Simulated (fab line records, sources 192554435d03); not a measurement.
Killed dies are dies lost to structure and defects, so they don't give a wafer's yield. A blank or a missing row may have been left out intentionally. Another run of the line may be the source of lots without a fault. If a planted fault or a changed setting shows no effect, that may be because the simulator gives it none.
fab line records | flow n5-finfet | part 1 of 2: steps 1 to 17 of 26
record lots=5 | wafers=15 | last-day=18
route steps=1938 shown BEOL_M15@1826 PASS1_DEP@1831 MIM_BOT@1832 MIM_TOP@1834 MIM_TOP_LITHO@1839 MIM_TOP_ETCH@1851
lots with no fault: from the same line, run without faults
start-h: start of the lot's first displayed wafer, in hours after the record's first day | wait-h: hours elapsed since this lot's preceding step | " unchanged from the row above | L1.1+2: a single row standing in for several wafers | - no value present, or no start provided | * or withheld: withheld | < > ~ a bound
route shown NAME@n: names a module that has steps shown in the file, with the first one's number in the route | usual: mean/standard deviation of fault-free wafers | same: alike in all rows | chamber/n: place in a boat | sites: per-site readings | _std_site: standard deviation across them | _edge_site: the outer-site mean with the inner-site mean subtracted | radius-mm: how far each site lies from the wafer's centre | mask NAME#n: copy n | behind: the tool/chamber that last shaped the wafer | hold: why the lot went on hold/how many hours it stayed there/how the hold came to an end | device: whichever transistor did not switch (one of n, p or np) | end of line: the route-end tests of the same wafers | a step without rows: its recipe alone | killed: dies lost to structure and defects at the first sort, not the wafer's yield | map: shows each die of a wafer: x if killed, . if not, _ if none is there
set.NAME: setting as actually run; set.NAME@STEP: the setting as run at that earlier step | model.NAME: the simulator's own value behind a step, which no gauge read
certain route steps with their lots: each step a table, each wafer a row
services: from which hour (start-h, from the record's first day; less than 0 if before it) a tool's chamber was out of use, for how many hours, and why
## steps
# step N5_BEOL_M15_PRE_CLEAN_52
# recipe gas=NH3 | time-s=15 | temp-c=withheld | rf-power-w=300
lot.wafer  | tool     | chamber | start-h | wait-h
L075.2+3+5 | pecvd-02 | 0,1,0   | 251.96  | 0.0
L080.1+3+6 | pecvd-02 | 2,1,2   | 290.37  | 0.0
L084.2+3+5 | pecvd-04 | 1,0,2   | 327.29  | 0.0
L092.2+5+6 | pecvd-03 | 1,1,2   | 395.69  | 0.0
L093.1+3+5 | pecvd-03 | 2,0,0   | 403.58  | 0.0
# step N5_BEOL_M15_DEP_53
# recipe material=SiCN | target-thk-a=500 | temp-c=withheld | precursor=3MS/NH3 | pressure-torr=3 | rf-w=675 | time-s=17.8
# usual showerhead-plenum-p-Torr=4.17/0.031 | showerhead-vpp-V=1556/44 | throttle-valve-pct=18.2/0.55
lot.wafer | tool     | chamber | start-h | wait-h | showerhead-plenum-p-Torr | showerhead-vpp-V | throttle-valve-pct
L075.2    | pecvd-02 | 0       | 251.98  | 0.0    | 4.19                     | 1586             | 18.4
L075.3    | "        | 1       | "       | "      | 4.20                     | 1565             | 19.0
L075.5    | "        | 0       | "       | "      | 4.19                     | 1544             | 18.4
L080.1    | pecvd-02 | 2       | 290.40  | 0.0    | 4.12                     | 1529             | 18.2
L080.3    | "        | 1       | "       | "      | 4.19                     | 1544             | 19.1
L080.6    | "        | 2       | "       | "      | 4.11                     | 1533             | 18.3
L084.2    | pecvd-04 | 1       | 327.31  | 0.0    | 4.17                     | 1623             | 17.9
L084.3    | "        | 0       | "       | "      | 4.19                     | 1606             | 18.1
L084.5    | "        | 2       | "       | "      | 4.23                     | 1503             | 17.7
L092.2    | pecvd-03 | 1       | 395.71  | 0.0    | 4.17                     | 1572             | 18.8
L092.5    | "        | 1       | "       | "      | 4.17                     | 1549             | 18.9
L092.6    | "        | 2       | "       | "      | 4.15                     | 1562             | 17.1
L093.1    | pecvd-03 | 2       | 403.60  | 0.0    | 4.17                     | 1552             | 17.3
L093.3    | "        | 0       | "       | "      | 4.14                     | 1535             | 17.9
L093.5    | "        | 0       | "       | "      | 4.16                     | 1540             | 18.2
# step N5_BEOL_M15_RS_MEAS_54
# recipe thk-meas-gauge=four-point-probe | reads=Cu_of_BEOL_M15_ECD_47+Ta_of_BEOL_M15_SPUTTER_44+TaN_of_BEOL_M15_SPUTTER_43
# usual M15_RS=0.0217/0.00056
lot.wafer | tool          | chamber | start-h | wait-h | M15_RS[ohm/sq]
L075.2    | film-metro-02 | -       | 252.05  | 0.1    | 0.0213
L075.3    | "             | -       | "       | "      | 0.0216
L075.5    | "             | -       | "       | "      | 0.0216
L080.1    | film-metro-02 | -       | 290.46  | 0.0    | 0.0212
L080.3    | "             | -       | "       | "      | 0.0211
L080.6    | "             | -       | "       | "      | 0.0212
L084.2    | film-metro-02 | -       | 327.38  | 0.1    | 0.0214
L084.3    | "             | -       | "       | "      | 0.0215
L084.5    | "             | -       | "       | "      | 0.0215
L092.2    | film-metro-02 | -       | 395.78  | 0.1    | 0.0231
L092.5    | "             | -       | "       | "      | 0.0214
L092.6    | "             | -       | "       | "      | 0.0220
L093.1    | film-metro-01 | -       | 403.67  | 0.0    | 0.0216
L093.3    | "             | -       | "       | "      | 0.0212
L093.5    | "             | -       | "       | "      | 0.0213
# step N5_BEOL_M15_INSPECT_55
# recipe inspect-instrument=darkfield | mode=post-dep
# usual raw-defect-count=70/22
lot.wafer | tool              | chamber | start-h | wait-h | raw-defect-count
L075.2    | defect-inspect-02 | -       | 252.08  | 0.0    | 68
L075.3    | "                 | -       | "       | "      | 64
L075.5    | "                 | -       | "       | "      | 58
L080.1    | defect-inspect-01 | -       | 290.49  | 0.0    | 61
L080.3    | "                 | -       | "       | "      | 65
L080.6    | "                 | -       | "       | "      | 34
L084.2    | defect-inspect-01 | -       | 327.41  | 0.0    | 75
L084.3    | "                 | -       | "       | "      | 70
L084.5    | "                 | -       | "       | "      | 89
L092.2    | defect-inspect-01 | -       | 395.81  | 0.0    | 77
L092.5    | "                 | -       | "       | "      | 44
L092.6    | "                 | -       | "       | "      | 72
L093.1    | defect-inspect-01 | -       | 403.70  | 0.0    | 81
L093.3    | "                 | -       | "       | "      | 72
L093.5    | "                 | -       | "       | "      | 63
# step N5_BEOL_M15_RC_MEAS_101
# usual COMB_M10=1.6e-11/3.2e-12 | COMB_M11=1.47e-11/2.9e-12 | COMB_M12=6.7e-12/1.3e-12 | COMB_M13=5.2e-12/1.2e-12 | COMB_M14=3.7e-12/6.8e-13 | COMB_M15=2.7e-12/5.8e-13 | COMB_M5=3.5e-11/6.7e-12 | COMB_M6=2.4e-11/4.9e-12 | COMB_M6_max_site=3.6e-11/9.4e-12 | COMB_M7=2.6e-11/6.1e-12 | COMB_M8=2.6e-11/5.6e-12 | COMB_M9=1.5e-11/3.1e-12 | SERP_M10=3.12/0.11 | SERP_M11=3.05/0.11 | SERP_M12=0.634/0.02 | SERP_M13=0.310/0.0076 | SERP_M14=0.164/0.0083 | SERP_M5=38.8/2.2 | SERP_M6=14.0/0.74 | SERP_M7=13.7/0.61 | SERP_M8=13.6/0.69 | SERP_M9=3.04/0.096
lot.wafer | tool      | chamber | start-h | wait-h | COMB_M10[S/m] | COMB_M11[S/m] | COMB_M12[S/m] | COMB_M13[S/m] | COMB_M14[S/m] | COMB_M15[S/m] | COMB_M5[S/m] | COMB_M6[S/m] | COMB_M6_max_site[S/m] | COMB_M7[S/m] | COMB_M8[S/m] | COMB_M9[S/m] | SERP_M10[ohm/um] | SERP_M11[ohm/um] | SERP_M12[ohm/um] | SERP_M13[ohm/um] | SERP_M14[ohm/um] | SERP_M5[ohm/um] | SERP_M6[ohm/um] | SERP_M7[ohm/um] | SERP_M8[ohm/um] | SERP_M9[ohm/um]
L075.2    | prober-01 | 0       | 253.66  | 1.6    | 2.1e-11       | 1.54e-11      | 5.3e-12       | 6e-12         | 3.5e-12       | 2.7e-12       | 3.7e-11      | 3.1e-11      | 4.3e-11               | 2.4e-11      | 2.2e-11      | 1.7e-11      | 3.03             | 3.32             | 0.635            | 0.310            | 0.160            | 37.7            | 13.8            | 13.4            | 13.4            | 3.20
L075.3    | "         | 0       | "       | "      | 2.2e-11       | 1.61e-11      | 7.1e-12       | 4.4e-12       | 4.2e-12       | 2.1e-12       | 3.6e-11      | 2.2e-11      | 3.3e-11               | 2.1e-11      | 2.8e-11      | 1.3e-11      | 2.84             | 3.04             | 0.617            | 0.308            | 0.150            | 39.2            | 14.4            | 12.4            | 13.0            | 2.92
L075.5    | "         | 0       | "       | "      | 1.6e-11       | 1.51e-11      | 6.7e-12       | 5e-12         | 3.8e-12       | 2.3e-12       | 2.8e-11      | 3.1e-11      | 3.7e-11               | 3.9e-11      | 2.9e-11      | 1.2e-11      | 3.12             | 3.38             | 0.627            | 0.306            | 0.152            | 37.8            | 13.5            | 13.8            | 14.0            | 2.94
L080.1    | prober-02 | 0       | 290.51  | 0.0    | 2e-11         | 1.08e-11      | 5.2e-12       | 7.3e-12       | 4.3e-12       | 2.9e-12       | 2.7e-11      | 2.6e-11      | 4.3e-11               | 2.2e-11      | 2.5e-11      | 1.5e-11      | 3.27             | 2.97             | 0.611            | 0.297            | 0.158            | 38.9            | 14.2            | 14.1            | 13.2            | 3.01
L080.3    | "         | 0       | "       | "      | 1.6e-11       | 9.5e-12       | 7e-12         | 5e-12         | 3.4e-12       | 3e-12         | 2.5e-11      | 3.7e-11      | 5.6e-11               | 2.4e-11      | 2.5e-11      | 1.5e-11      | 3.08             | 3.09             | 0.634            | 0.300            | 0.158            | 36.9            | 13.8            | 13.3            | 13.8            | 2.95
L080.6    | "         | 0       | "       | "      | 1.2e-11       | 1.87e-11      | 7.9e-12       | 5.8e-12       | 4.4e-12       | 2.6e-12       | 2.8e-11      | 3.3e-11      | 4.5e-11               | 2.3e-11      | 2.5e-11      | 1.7e-11      | 3.18             | 2.92             | 0.631            | 0.303            | 0.155            | 36.3            | 12.9            | 14.0            | 14.0            | 3.02
L084.2    | prober-01 | 0       | 327.59  | 0.2    | 1.4e-11       | 1.68e-11      | 6.5e-12       | 4.2e-12       | 2.8e-12       | 2.4e-12       | 3.3e-11      | 2.4e-11      | 2.8e-11               | 2.4e-11      | 3e-11        | 1.8e-11      | 3.03             | 2.93             | 0.612            | 0.304            | 0.159            | 36.1            | 14.1            | 13.6            | 12.1            | 3.13
L084.3    | "         | 0       | "       | "      | 1.4e-11       | 1.79e-11      | 5.1e-12       | 5e-12         | 2.9e-12       | 2.7e-12       | 3.7e-11      | 2.9e-11      | 4.4e-11               | 1.5e-11      | 3.4e-11      | 1.6e-11      | 3.21             | 2.92             | 0.629            | 0.312            | 0.166            | 39.8            | 13.5            | 15.1            | 12.8            | 2.94
L084.5    | "         | 0       | "       | "      | 1.6e-11       | 1.52e-11      | 8.1e-12       | 4.6e-12       | 3.3e-12       | 2.3e-12       | 4.6e-11      | 3.1e-11      | 5e-11                 | 2.4e-11      | 2.9e-11      | 1.5e-11      | 3.14             | 3.03             | 0.646            | 0.311            | 0.162            | 37.6            | 13.6            | 15.2            | 13.3            | 3.02
L092.2    | prober-02 | 0       | 395.99  | 0.2    | 1.4e-11       | 1.31e-11      | 8.3e-12       | 6.7e-12       | 3.3e-12       | 2.2e-12       | 5e-11        | 2.5e-11      | 4.2e-11               | 3.3e-11      | 2.3e-11      | 1.5e-11      | 3.20             | 3.06             | 0.590            | 0.321            | 0.161            | 40.8            | 14.1            | 14.6            | 14.8            | 3.02
L092.5    | "         | 0       | "       | "      | 1.4e-11       | 1.92e-11      | 8.2e-12       | 5e-12         | 3.3e-12       | 2.7e-12       | 5.4e-11      | 1.8e-11      | 2.3e-11               | 2.6e-11      | 2.2e-11      | 1.5e-11      | 2.99             | 3.06             | 0.607            | 0.296            | 0.169            | 38.8            | 14.9            | 13.0            | 14.5            | 3.16
L092.6    | "         | 0       | "       | "      | 1.9e-11       | 1.42e-11      | 8e-12         | 7e-12         | 4.3e-12       | 1.9e-12       | 3.5e-11      | 3.2e-11      | 3.9e-11               | 2.4e-11      | 2.2e-11      | 1.4e-11      | 3.19             | 3.04             | 0.625            | 0.316            | 0.176            | 39.4            | 14.0            | 14.7            | 15.8            | 2.98
L093.1    | prober-01 | 0       | 403.72  | 0.0    | 1.8e-11       | 1.45e-11      | 6.4e-12       | 5e-12         | 4e-12         | 2e-12         | 3.7e-11      | 2.6e-11      | 5.1e-11               | 2.5e-11      | 2.2e-11      | 2.1e-11      | 3.01             | 3.07             | 0.654            | 0.311            | 0.150            | 38.9            | 13.4            | 13.7            | 13.5            | 2.93
L093.3    | "         | 0       | "       | "      | 1.4e-11       | 1.23e-11      | 4.9e-12       | 4.5e-12       | 5.6e-12       | 2.6e-12       | 3.3e-11      | 3.2e-11      | 3.9e-11               | 2.8e-11      | 2.7e-11      | 1.1e-11      | 3.21             | 3.10             | 0.631            | 0.321            | 0.183            | 40.9            | 13.3            | 13.6            | 13.5            | 2.85
L093.5    | "         | 0       | "       | "      | 1.3e-11       | 1.49e-11      | 1.03e-11      | 5.7e-12       | 4.5e-12       | 3e-12         | 4.4e-11      | 2.6e-11      | 4.9e-11               | 2.8e-11      | 2.7e-11      | 2.2e-11      | 3.07             | 3.35             | 0.652            | 0.317            | 0.163            | 36.3            | 12.6            | 13.8            | 13.8            | 2.90
# step N5_PASSIVATION_PECVD_00
# recipe material=SiO2 | target-thk-a=2000 | temp-c=400 | precursor=SiH4/N2O | pressure-torr=2.7 | rf-w=608 | time-s=11.2
# usual heater-power-w=670/120 | showerhead-plenum-p-Torr=8.24/0.14 | showerhead-vpp-V=1511/74 | susceptor-temp-C=400.00/0.21 | throttle-valve-pct=51.4/1.8
lot.wafer | tool     | chamber | start-h | wait-h | heater-power-w | showerhead-plenum-p-Torr | showerhead-vpp-V | susceptor-temp-C | throttle-valve-pct
L075.2    | pecvd-01 | 1       | 254.47  | 0.7    | 445            | 8.14                     | 1527             | 399.85           | 49.1
L075.3    | "        | 2       | "       | "      | 669            | 8.21                     | 1525             | 399.62           | 47.5
L075.5    | "        | 0       | "       | "      | 785            | 8.33                     | 1700             | 399.67           | 50.8
L080.1    | pecvd-02 | 2       | 291.48  | 0.8    | 603            | 7.98                     | 1456             | 400.25           | 52.3
L080.3    | "        | 0       | "       | "      | 590            | 8.27                     | 1465             | 400.12           | 52.7
L080.6    | "        | 2       | "       | "      | 638            | 7.97                     | 1436             | 399.82           | 51.9
L084.2    | pecvd-02 | 1       | 328.39  | 0.7    | 562            | 8.32                     | 1473             | 400.34           | 54.1
L084.3    | "        | 2       | "       | "      | 538            | 7.96                     | 1450             | 399.95           | 52.1
L084.5    | "        | 2       | "       | "      | 528            | 7.97                     | 1466             | 400.21           | 52.5
L092.2    | pecvd-02 | 0       | 396.79  | 0.7    | 616            | 8.26                     | 1479             | 399.52           | 52.5
L092.5    | "        | 1       | "       | "      | 715            | 8.33                     | 1449             | 400.46           | 54.1
L092.6    | "        | 0       | "       | "      | 608            | 8.28                     | 1469             | 400.07           | 52.6
L093.1    | pecvd-04 | 2       | 404.69  | 0.8    | 907            | 8.48                     | 1430             | 399.62           | 51.2
L093.3    | "        | 2       | "       | "      | 917            | 8.47                     | 1398             | 400.01           | 51.1
L093.5    | "        | 0       | "       | "      | 696            | 8.32                     | 1537             | 400.04           | 51.8
# step N5_MIM_BOT_DEGAS_01
# recipe ambient=vacuum | temp-c=300 | time-s=60
# usual heater-power-w=445/49 | susceptor-temp-C=300.01/0.22
lot.wafer | tool           | chamber | start-h | wait-h | heater-power-w | susceptor-temp-C
L075.2    | pvd-sputter-03 | -       | 255.28  | 0.8    | 530            | 299.99
L075.3    | "              | -       | "       | "      | 434            | 299.85
L075.5    | "              | -       | "       | "      | 436            | 299.90
L080.1    | pvd-sputter-01 | -       | 292.00  | 0.5    | 453            | 299.85
L080.3    | "              | -       | "       | "      | 456            | 299.83
L080.6    | "              | -       | "       | "      | 410            | 300.15
L084.2    | pvd-sputter-03 | -       | 329.20  | 0.8    | 389            | 299.72
L084.3    | "              | -       | "       | "      | 363            | 300.11
L084.5    | "              | -       | "       | "      | 380            | 299.94
L092.2    | pvd-sputter-02 | -       | 397.48  | 0.7    | 459            | 300.34
L092.5    | "              | -       | "       | "      | 471            | 299.73
L092.6    | "              | -       | "       | "      | 485            | 300.14
L093.1    | pvd-sputter-03 | -       | 405.09  | 0.4    | 430            | 299.96
L093.3    | "              | -       | "       | "      | 384            | 300.31
L093.5    | "              | -       | "       | "      | 361            | 299.99
# step N5_MIM_BOT_SPUTTER_00
# recipe material=TiN | target-thk-a=350 | temp-c=200 | power-w=3000 | chamber-pressure-pa=0.49996 | gas=Ar | reactive-partial-pa=0.37997 | time-s=89.7
# usual susceptor-temp-C=200.01/0.15 | throttle-valve-pct=29.9/0.82
lot.wafer | tool           | chamber | start-h | wait-h | susceptor-temp-C | throttle-valve-pct
L075.2    | pvd-sputter-03 | -       | 255.32  | 0.0    | 199.93           | 29.6
L075.3    | "              | -       | "       | "      | 200.06           | 30.3
L075.5    | "              | -       | "       | "      | 199.97           | 30.1
L080.1    | pvd-sputter-01 | -       | 292.04  | 0.0    | 200.06           | 29.2
L080.3    | "              | -       | "       | "      | 200.11           | 31.0
L080.6    | "              | -       | "       | "      | 199.96           | 29.3
L084.2    | pvd-sputter-03 | -       | 329.24  | 0.0    | 200.22           | 31.1
L084.3    | "              | -       | "       | "      | 200.02           | 29.6
L084.5    | "              | -       | "       | "      | 199.66           | 30.6
L092.2    | pvd-sputter-02 | -       | 397.52  | 0.0    | 199.95           | 30.8
L092.5    | "              | -       | "       | "      | 199.84           | 30.7
L092.6    | "              | -       | "       | "      | 200.11           | 30.9
L093.1    | pvd-sputter-03 | -       | 405.13  | 0.0    | 200.00           | 30.0
L093.3    | "              | -       | "       | "      | 199.97           | 30.8
L093.5    | "              | -       | "       | "      | 200.08           | 29.6
# step N5_MIM_TOP_ALD_00
# recipe material=Al2O3 | target-thk-a=* | temp-c=withheld | ald-precursor-family=TMA | ald-co-reactant=O3 | pulse-time-s=withheld | purge-time-s=3 | co-reactant-purge-time-s=withheld | co-reactant-pulse-time-s=3 | ald-cycles=withheld
# usual precursor-pulse-height-rel=0.999/0.019
lot.wafer | tool      | chamber | start-h | wait-h | precursor-pulse-height-rel
L075.2    | ald-hk-01 | 3       | 255.42  | 0.1    | 1.023
L075.3    | "         | 0       | "       | "      | 1.023
L075.5    | "         | 3       | "       | "      | 0.963
L080.1    | ald-hk-01 | 0       | 292.14  | 0.1    | 1.024
L080.3    | "         | 2       | "       | "      | 0.961
L080.6    | "         | 3       | "       | "      | 0.995
L084.2    | ald-hk-02 | 0       | 329.34  | 0.1    | 1.004
L084.3    | "         | 1       | "       | "      | 0.988
L084.5    | "         | 1       | "       | "      | 0.985
L092.2    | ald-hk-01 | 0       | 397.62  | 0.1    | 0.988
L092.5    | "         | 2       | "       | "      | 1.040
L092.6    | "         | 1       | "       | "      | 1.022
L093.1    | ald-hk-03 | 1       | 405.23  | 0.1    | 0.963
L093.3    | "         | 0       | "       | "      | 1.016
L093.5    | "         | 3       | "       | "      | 0.973
# step N5_MIM_TOP_ALD_01
# recipe material=HfO2 | target-thk-a=56 | temp-c=withheld | ald-precursor-family=Hf-amide | ald-co-reactant=O3 | pulse-time-s=1 | purge-time-s=3 | co-reactant-purge-time-s=2 | co-reactant-pulse-time-s=3 | ald-cycles=62
# usual precursor-pulse-height-rel=0.999/0.021
# same co-reactant-pulse-time-s=3
lot.wafer | tool      | chamber | start-h | wait-h | precursor-pulse-height-rel
L075.2    | ald-hk-01 | 3       | -       | -      | 0.991
L075.3    | "         | 0       | "       | "      | 1.005
L075.5    | "         | 3       | "       | "      | 0.993
L080.1    | ald-hk-01 | 0       | -       | -      | 1.006
L080.3    | "         | 2       | "       | "      | 1.021
L080.6    | "         | 3       | "       | "      | 0.950
L084.2    | ald-hk-02 | 0       | -       | -      | 0.970
L084.3    | "         | 1       | "       | "      | 1.009
L084.5    | "         | 1       | "       | "      | 1.008
L092.2    | ald-hk-01 | 0       | -       | -      | 0.970
L092.5    | "         | 2       | "       | "      | 0.982
L092.6    | "         | 1       | "       | "      | 1.045
L093.1    | ald-hk-03 | 1       | -       | -      | 0.958
L093.3    | "         | 0       | "       | "      | 0.987
L093.5    | "         | 3       | "       | "      | 1.003
# step N5_MIM_TOP_ALD_02
# recipe material=Al2O3 | target-thk-a=* | temp-c=withheld | ald-precursor-family=TMA | ald-co-reactant=O3 | pulse-time-s=withheld | purge-time-s=3 | co-reactant-purge-time-s=withheld | co-reactant-pulse-time-s=3 | ald-cycles=withheld
# usual precursor-pulse-height-rel=1.001/0.02
lot.wafer | tool      | chamber | start-h | wait-h | precursor-pulse-height-rel
L075.2    | ald-hk-01 | 3       | -       | -      | 1.017
L075.3    | "         | 0       | "       | "      | 0.939
L075.5    | "         | 3       | "       | "      | 0.978
L080.1    | ald-hk-01 | 0       | -       | -      | 1.027
L080.3    | "         | 2       | "       | "      | 0.985
L080.6    | "         | 3       | "       | "      | 1.016
L084.2    | ald-hk-02 | 0       | -       | -      | 1.007
L084.3    | "         | 1       | "       | "      | 1.009
L084.5    | "         | 1       | "       | "      | 1.036
L092.2    | ald-hk-01 | 0       | -       | -      | 1.014
L092.5    | "         | 2       | "       | "      | 0.979
L092.6    | "         | 1       | "       | "      | 0.994
L093.1    | ald-hk-03 | 1       | -       | -      | 1.029
L093.3    | "         | 0       | "       | "      | 0.996
L093.5    | "         | 3       | "       | "      | 0.979
# step N5_MIM_TOP_DEGAS_04
# recipe ambient=vacuum | temp-c=300 | time-s=60
# usual heater-power-w=451/45 | susceptor-temp-C=299.99/0.21
lot.wafer | tool           | chamber | start-h | wait-h | heater-power-w | susceptor-temp-C
L075.2    | pvd-sputter-01 | -       | 255.88  | -      | 451            | 299.95
L075.3    | "              | -       | "       | "      | 401            | 299.85
L075.5    | "              | -       | "       | "      | 441            | 299.53
L080.1    | pvd-sputter-02 | -       | 292.60  | -      | 441            | 299.87
L080.3    | "              | -       | "       | "      | 467            | 300.08
L080.6    | "              | -       | "       | "      | 505            | 299.83
L084.2    | pvd-sputter-03 | -       | 330.24  | -      | 372            | 300.12
L084.3    | "              | -       | "       | "      | 529            | 300.00
L084.5    | "              | -       | "       | "      | 379            | 300.10
L092.2    | pvd-sputter-02 | -       | 398.08  | -      | 466            | 299.46
L092.5    | "              | -       | "       | "      | 448            | 299.96
L092.6    | "              | -       | "       | "      | 481            | 299.75
L093.1    | pvd-sputter-03 | -       | 407.13  | -      | 543            | 300.08
L093.3    | "              | -       | "       | "      | 373            | 300.12
L093.5    | "              | -       | "       | "      | 542            | 299.93
# step N5_MIM_TOP_SPUTTER_03
# recipe material=TiN | target-thk-a=350 | temp-c=200 | power-w=3000 | chamber-pressure-pa=0.49996 | gas=Ar | reactive-partial-pa=0.37997 | time-s=89.7
# usual susceptor-temp-C=199.99/0.14 | throttle-valve-pct=29.8/0.82
lot.wafer | tool           | chamber | start-h | wait-h | susceptor-temp-C | throttle-valve-pct
L075.2    | pvd-sputter-01 | -       | 255.92  | 0.0    | 200.04           | 28.7
L075.3    | "              | -       | "       | "      | 200.09           | 29.7
L075.5    | "              | -       | "       | "      | 199.97           | 30.7
L080.1    | pvd-sputter-02 | -       | 292.64  | 0.0    | 199.89           | 28.9
L080.3    | "              | -       | "       | "      | 200.12           | 30.8
L080.6    | "              | -       | "       | "      | 199.82           | 27.9
L084.2    | pvd-sputter-03 | -       | 330.28  | 0.0    | 200.10           | 29.4
L084.3    | "              | -       | "       | "      | 199.89           | 29.4
L084.5    | "              | -       | "       | "      | 200.12           | 29.4
L092.2    | pvd-sputter-02 | -       | 398.12  | 0.0    | 200.23           | 30.5
L092.5    | "              | -       | "       | "      | 200.09           | 28.9
L092.6    | "              | -       | "       | "      | 200.26           | 28.0
L093.1    | pvd-sputter-03 | -       | 407.17  | 0.0    | 200.07           | 29.3
L093.3    | "              | -       | "       | "      | 200.01           | 31.0
L093.5    | "              | -       | "       | "      | 200.10           | 29.4
# step N5_MIM_TOP_LITHO_HMDS_01
# recipe time-s=60 | temp-c=120
# usual exhaust-pa=45.0/0.79 | plate-temp-C=120.04/0.13
lot.wafer | tool           | chamber | start-h | wait-h | exhaust-pa | plate-temp-C
L075.2    | litho-track-01 | 0       | 256.03  | 0.1    | 45.3       | 119.95
L075.3    | "              | 0       | "       | "      | 45.1       | 119.99
L075.5    | "              | 0       | "       | "      | 44.8       | 120.15
L080.1    | litho-track-01 | 0       | 292.74  | 0.1    | 45.4       | 120.10
L080.3    | "              | 0       | "       | "      | 44.8       | 120.22
L080.6    | "              | 0       | "       | "      | 43.7       | 120.04
L084.2    | litho-track-01 | 0       | 330.39  | 0.1    | 44.3       | 120.06
L084.3    | "              | 0       | "       | "      | 43.9       | 120.15
L084.5    | "              | 0       | "       | "      | 43.7       | 120.03
L092.2    | litho-track-05 | 0       | 398.23  | 0.1    | 45.6       | 120.09
L092.5    | "              | 0       | "       | "      | 44.9       | 120.20
L092.6    | "              | 0       | "       | "      | 45.0       | 119.95
L093.1    | litho-track-02 | 0       | 407.27  | 0.1    | 45.3       | 120.02
L093.3    | "              | 0       | "       | "      | 45.6       | 120.04
L093.5    | "              | 0       | "       | "      | 44.9       | 120.12
# step N5_MIM_TOP_LITHO_COAT_02
# recipe spin-rpm=* | resist-thk-nm=*
# usual dispense-pressure-kPa=45/3.8 | exhaust-pa=45.0/0.86
lot.wafer | tool           | chamber | start-h | wait-h | dispense-pressure-kPa | exhaust-pa
L075.2    | litho-track-01 | 0       | -       | -      | 42                    | 45.4
L075.3    | "              | 0       | "       | "      | 42                    | 44.6
L075.5    | "              | 0       | "       | "      | 42                    | 45.2
L080.1    | litho-track-01 | 0       | -       | -      | 42                    | 45.6
L080.3    | "              | 0       | "       | "      | 42                    | 46.2
L080.6    | "              | 0       | "       | "      | 42                    | 45.1
L084.2    | litho-track-01 | 0       | -       | -      | 42                    | 43.4
L084.3    | "              | 0       | "       | "      | 42                    | 43.6
L084.5    | "              | 0       | "       | "      | 42                    | 44.4
L092.2    | litho-track-05 | 0       | -       | -      | 51                    | 44.9
L092.5    | "              | 0       | "       | "      | 51                    | 43.9
L092.6    | "              | 0       | "       | "      | 51                    | 44.4
L093.1    | litho-track-02 | 0       | -       | -      | 46                    | 44.1
L093.3    | "              | 0       | "       | "      | 46                    | 43.5
L093.5    | "              | 0       | "       | "      | 46                    | 44.6
# step N5_MIM_TOP_LITHO_EBR_04
# recipe solvent=PGMEA | ebr-width-mm=1.5
# usual exhaust-pa=45.1/0.92
lot.wafer | tool           | chamber | start-h | wait-h | exhaust-pa
L075.2    | litho-track-01 | 0       | -       | -      | 46.2
L075.3    | "              | 0       | "       | "      | 45.3
L075.5    | "              | 0       | "       | "      | 45.1
L080.1    | litho-track-01 | 0       | -       | -      | 45.4
L080.3    | "              | 0       | "       | "      | 45.3
L080.6    | "              | 0       | "       | "      | 46.2
L084.2    | litho-track-01 | 0       | -       | -      | 45.6
L084.3    | "              | 0       | "       | "      | 45.4
L084.5    | "              | 0       | "       | "      | 44.8
L092.2    | litho-track-05 | 0       | -       | -      | 45.8
L092.5    | "              | 0       | "       | "      | 46.8
L092.6    | "              | 0       | "       | "      | 45.2
L093.1    | litho-track-02 | 0       | -       | -      | 43.9
L093.3    | "              | 0       | "       | "      | 44.3
L093.5    | "              | 0       | "       | "      | 44.9
# step N5_MIM_TOP_LITHO_SOFTBAKE_03
# recipe temp-c=100 | time-s=90
# usual exhaust-pa=45.0/0.81 | plate-temp-C=99.99/0.12
lot.wafer | tool           | chamber | start-h | wait-h | exhaust-pa | plate-temp-C
L075.2    | litho-track-01 | 0       | -       | -      | 44.4       | 99.89
L075.3    | "              | 0       | "       | "      | 46.5       | 99.94
L075.5    | "              | 0       | "       | "      | 45.8       | 99.99
L080.1    | litho-track-01 | 0       | -       | -      | 45.4       | 100.10
L080.3    | "              | 0       | "       | "      | 45.6       | 100.09
L080.6    | "              | 0       | "       | "      | 45.2       | 99.95
L084.2    | litho-track-01 | 0       | -       | -      | 43.5       | 100.22
L084.3    | "              | 0       | "       | "      | 45.0       | 99.82
L084.5    | "              | 0       | "       | "      | 43.8       | 100.12
L092.2    | litho-track-05 | 0       | -       | -      | 44.1       | 99.98
L092.5    | "              | 0       | "       | "      | 45.6       | 100.17
L092.6    | "              | 0       | "       | "      | 45.3       | 99.97
L093.1    | litho-track-02 | 0       | -       | -      | 45.0       | 100.06
L093.3    | "              | 0       | "       | "      | 43.1       | 100.01
L093.5    | "              | 0       | "       | "      | 44.4       | 99.95
